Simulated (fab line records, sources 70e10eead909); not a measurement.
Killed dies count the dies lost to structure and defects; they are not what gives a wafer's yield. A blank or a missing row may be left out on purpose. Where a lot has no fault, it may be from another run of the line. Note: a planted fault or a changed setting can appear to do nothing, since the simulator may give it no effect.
A struck lot beside a sound one ; flow nandHarc ; 14 out of 1159 route steps
Sound: wafers L114.1, L114.2, L114.5. Struck: wafers L121.2, L121.4, L121.5. At the end, the cause is stated.
Each step with rows lists, per side, the tool, then ch with its chambers, then its first start. Under that, the readings that differ: sound wafers ; struck wafers ; difference of the means ; sigmas: that difference in standard deviations of wafers without a fault.
alike: readings with means less than 2 such deviations apart, plus words and numbers identical on both sides. not compared: withheld readings, readings lacking a value on some wafer, bounds such as >300 that could conceal the same value, and numbers that have no deviation in the record and whose values overlap.
The two part at a step that has a row with sigmas, a row that says differs or no value, or rows on one side only. Numbers that don't overlap but have no deviation are shown without sigmas and don't part them. A reading missing from all wafers of one side parts the sides only when that side holds two or more wafers.

first, 2 steps without rows for these wafers: NHARC_A_SOURCE_PLATE_SRD_01; NHARC_A_SOURCE_PLATE_OXIDE_02 (material SiO2, target thk 10 nm, ox time 1362 s).
NHARC_A_SOURCE_PLATE_THK_MEAS_09: measures by ellipsometry.
  sound on filmMetro-02 at day 9 16:04; struck on filmMetro-02 at day 11 07:46
  alike: thkNm
then, 3 steps without rows for these wafers: NHARC_A_SOURCE_PLATE_PVD_04 (deposits WSi2, target thk 50 nm); NHARC_A_SOURCE_PLATE_CVD_03 (deposits poly-Si, target thk 200 nm, time 4000 s); NHARC_A_SOURCE_PLATE_ANNEAL_05 (time 1800 s).
NHARC_A_SOURCE_PLATE_THK_MEAS_06: measures by ellipsometry.
  sound on filmMetro-01 at day 10 04:55; struck on filmMetro-01 at day 11 18:20
  alike: thkNm
NHARC_A_SOURCE_PLATE_INSPECT_08:
  sound on defectInspect-01 at day 10 04:58; struck on defectInspect-02 at day 11 18:24
  alike: rawDefectCount
then, 1 step without rows for these wafers: NHARC_A_ONON_D1_DEP_00 (target thk 1000 nm).
NHARC_A_ONON_D1_THK_MEAS_02: measures by ellipsometry.
  sound on filmMetro-01 at day 10 05:33; struck on filmMetro-01 at day 11 18:59
  alike: thkNm
NHARC_A_ONON_D1_DEP_03: target thk 1000 nm.
  sound on pecvdOnon-03 ch 0, day 10 05:37; struck on pecvdOnon-03 ch 0, day 11 19:05
NHARC_A_ONON_D1_THK_MEAS_05: measures by ellipsometry.
  sound on filmMetro-01 at day 10 06:07; struck on filmMetro-02 at day 11 19:33
reading;sound;struck;difference;sigmas
thkNm (nm);996 994 995;634 632 633;-362;-37
then, 1 step without rows for these wafers: NHARC_A_ONON_D1_DEP_06 (target thk 1000 nm).
-- the record jumps here: 13 days lie between the struck wafers' starts before and after (it left off in module A_ONON_D1 and takes up again in module END, whose first step shown is number 1159 of the route) --
NHARC_END_SORT_01:
  only the struck wafers appear in the record here, on prober-02 ch 0 at day 24 16:19; the sound ones have no rows

WHERE THEY PART
Earliest at NHARC_A_ONON_D1_THK_MEAS_05; latest, in this record, at NHARC_END_SORT_01.

WHY: what had been put in by the simulator
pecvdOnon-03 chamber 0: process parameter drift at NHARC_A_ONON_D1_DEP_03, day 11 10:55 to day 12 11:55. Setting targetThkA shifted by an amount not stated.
